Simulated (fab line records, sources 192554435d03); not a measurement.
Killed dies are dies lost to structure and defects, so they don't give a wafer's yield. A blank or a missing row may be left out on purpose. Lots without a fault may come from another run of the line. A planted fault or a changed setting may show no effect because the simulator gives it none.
A struck lot beside a sound one | flow n5_finfet | 16 steps out of a route of 1938
Sound: wafers L318.1, L318.3, L318.6. Struck: wafers L328.1, L328.3, L328.6. The cause comes at the end.
At each step with rows: each side's tool, then ch and its chambers, then its first start. Under that, the readings that differ: sound wafers | struck wafers | difference of the means | sigmas: that difference in standard deviations of wafers without a fault.
alike: readings whose means differ by less than 2 such deviations, and words and numbers that are the same on both sides. not compared: withheld readings, readings that some wafer has no value for, bounds like >300 that may hide the same value, and numbers for which the record gives no deviation and whose values overlap.
The two part at a step that has a row with sigmas, a row that says differs or no value, or rows on one side only. Numbers that don't overlap but have no deviation are shown without sigmas and don't part them. A reading that every wafer of one side lacks parts them only if that side has two wafers or more.

first, 4 steps without rows for these wafers: N5_BEOL_M4_SOFTBAKE_23 (time 60 s); N5_BEOL_M4_EXPOSE_25 (exposes mask V3, defocus 5 nm); N5_BEOL_M4_PEB_26 (peb time 60 s); N5_BEOL_M4_DEVELOP_27 (develop time 30 s).
N5_BEOL_M4_CD_MEAS_28: target cd 26.2 nm, target cd y 24.1 nm.
  sound on cd_sem-02 ch 0, day 8 05:40; struck on cd_sem-01 ch 0, day 10 23:35
  reading    | sound             | struck            | difference | sigmas
  cd_nm (nm) | 26.40 26.75 26.78 | 26.03 26.16 26.07 | -0.56      | -2
N5_BEOL_M4_OVL_MEAS_29:
  sound on overlay-01 ch 0, day 8 05:41; struck on overlay-02 ch 0, day 10 23:37
  alike: V3_OVL
N5_BEOL_M4_INSPECT_30: inspects for defects (brightfield).
  sound on defect_inspect-01, day 8 05:44; struck on defect_inspect-01, day 10 23:41
  alike: raw_defect_count
N5_BEOL_M4_DESCUM_33: chemistry O2, time 7 s.
  sound on rie_diel-03 ch 0,1, day 8 05:47; struck on rie_diel-05 ch 1,2,3, day 10 23:44
  alike: drypump_motor_current_A, o2_flow_sccm, oes_product_au, rf_vpp_V, showerhead_plenum_p_Torr, throttle_valve_pct
  not compared: rf_hours_counter_h
N5_BEOL_M4_ETCH_77: etches underlayer in N2/H2, target depth 6.5 nm, time 5.2 s.
  sound on rie_diel-03 ch 0,1, day 8 05:49; struck on rie_diel-05 ch 1,2,3, day 10 23:46
  alike: drypump_motor_current_A, etch_rf_on_time_s, oes_product_au, rf_vpp_V, showerhead_plenum_p_Torr, throttle_valve_pct
  not compared: rf_hours_counter_h
N5_BEOL_M4_ETCH_69: etches SiARC in CF4, target depth 15.6 nm, time 26 s.
  sound on rie_diel-03 ch 0,1, day 8 05:50; struck on rie_diel-05 ch 1,2,3, day 10 23:47
  alike: drypump_motor_current_A, etch_rf_on_time_s, oes_product_au, rf_vpp_V, showerhead_plenum_p_Torr, throttle_valve_pct
  not compared: rf_hours_counter_h
N5_BEOL_M4_ALD_98: deposits SiO2, target thk 2.5 nm, pulse time 1 s, co reactant pulse time 1 s.
  sound on ald_sin-03 ch 0,1, day 8 06:16; struck on ald_sin-04 ch 0,1,2, day 10 23:58
  alike: heater_power_w, precursor_pulse_height_rel
N5_BEOL_M4_ETCHBACK_99: etches SiO2 in CHF3, target depth 5 nm, time 10.4 s.
  sound on rie_diel-03 ch 0,1,2, day 8 14:23; struck on rie_diel-03 ch 1,2, day 11 11:34
  alike: drypump_motor_current_A, oes_product_au, rf_vpp_V, showerhead_plenum_p_Torr, throttle_valve_pct
  not compared: rf_hours_counter_h
N5_BEOL_M4_ETCH_70: etches SOC in N2/H2, target depth 80 nm, overetch 24 nm, time 130 s.
  sound on rie_diel-03 ch 0,1,2, day 8 14:25; struck on rie_diel-03 ch 1,2, day 11 11:37
  reading    | sound             | struck            | difference | sigmas
  temp_c (C) | 39.96 39.98 40.12 | 38.92 38.67 38.68 | -1.26      | -13
  alike: drypump_motor_current_A, oes_product_au, rf_vpp_V, showerhead_plenum_p_Torr, throttle_valve_pct
  not compared: rf_hours_counter_h
then, 1 step without rows for these wafers: N5_BEOL_M4_STRIP_71 (strips in N2/H2).
N5_BEOL_M4_RC_MEAS_101:
  sound on prober-01 ch 0, day 8 18:39; struck on prober-01 ch 0, day 11 16:47
  reading        | sound             | struck            | difference | sigmas
  IOFF_N (nA/um) | 0.161 0.202 0.201 | 0.145 0.151 0.126 | -0.047     | -2
  IOFF_P (nA/um) | 0.217 0.257 0.250 | 0.187 0.178 0.166 | -0.064     | -2
  ION_P (uA/um)  | 463 475 468       | 450 458 452       | -15        | -2
  alike: DIBL_N, DIBL_P, ION_N, SS_N, SS_P, VT_N, VT_P
-- the record jumps here: 4 days lie between the struck wafers' starts before and after (it left off in module BEOL_M4 and takes up again in module PASSIVATION, whose first step shown is number 1936 of the route) --
N5_PASSIVATION_PROBE_49:
  sound on prober-02, day 13 09:17; struck on prober-01, day 16 01:38
  alike: defect_limited_yield, killed_at_M0_to_M3, killed_at_M4_up, killed_at_contacts, killed_at_front_end, killed_at_other, killed_dies, killed_open, killed_short, sort_bin_5_function, sort_bin_6_memory, sort_n_pass, sort_yield_pct

WHERE THEY PART
First at N5_BEOL_M4_CD_MEAS_28; last, within this record, at N5_BEOL_M4_RC_MEAS_101. Later steps at which nothing parts them and some readings are alike: N5_PASSIVATION_PROBE_49.

WHY: what the simulator had put in
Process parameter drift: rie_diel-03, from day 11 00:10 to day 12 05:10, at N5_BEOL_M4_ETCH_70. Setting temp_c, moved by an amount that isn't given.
